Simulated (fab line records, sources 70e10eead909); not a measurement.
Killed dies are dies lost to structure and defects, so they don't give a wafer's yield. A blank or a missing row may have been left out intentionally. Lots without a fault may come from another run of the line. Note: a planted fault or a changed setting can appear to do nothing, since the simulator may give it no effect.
Matching of chambers -- flow nandHarc -- rieDiel-06 running NHARC_A_BONDPAD_ETCH_34: 4 sister chambers
The step etches the open film in N2/H2, target depth 60 nm, overetch 18 nm, time 65.91 s. 8 wafers are shown with their chamber, then 12 later ones without.

WAFERS WITH THEIR CHAMBER
wafer,chamber,drypumpMotorCurrentA (A),rfVppV (V)
L086.5,1,5.2,430.3
L085.2,3,6.4,430.6
L085.6,1,5.2,432.9
L090.3,0,5.6,427.3
L090.5,2,6.1,435.0
L092.3,3,6.5,431.5
L092.4,0,5.6,427.9
L092.6,2,6.1,435.9

WAFERS WHOSE CHAMBER IS MISSING
wafer,drypumpMotorCurrentA (A),rfVppV (V)
L093.1,6.2,436.5
L093.4,6.4,432.3
L093.6,5.1,430.7
L095.1,6.4,433.1
L095.4,6.1,434.6
L095.5,6.4,432.0
L097.2,5.1,431.7
L097.4,6.1,434.8
L097.5,6.5,430.8
L096.2,5.2,432.2
L096.3,6.4,431.4
L096.5,5.6,427.2

THE CHAMBER EACH PASSED THROUGH
wafer,from the rows above,in truth
L093.1,2,2
L093.4,3,3
L093.6,1,1
L095.1,3,3
L095.4,2,2
L095.5,3,3
L097.2,1,1
L097.4,2,2
L097.5,3,3
L096.2,1,1
L096.3,3,3
L096.5,0,0
12 of 12 placed correctly. From these rows, 0 cannot be placed. 0 placed wrongly.
How it was worked out, from the rows above alone: a wafer's distance from a chamber is the root of the sum, over the readings, of the square of ((its reading less the chamber's mean) divided by the reading's scatter). If the next closest chamber is less than 2 further off than the closest, the wafer can't be placed; otherwise it belongs to the closest. For every chamber, the mean is computed from those of its wafers that are shown. The scatter is the square root of a quotient: the sum, over the shown wafers, of each reading's squared deviation from its chamber's mean, divided by wafers minus chambers.
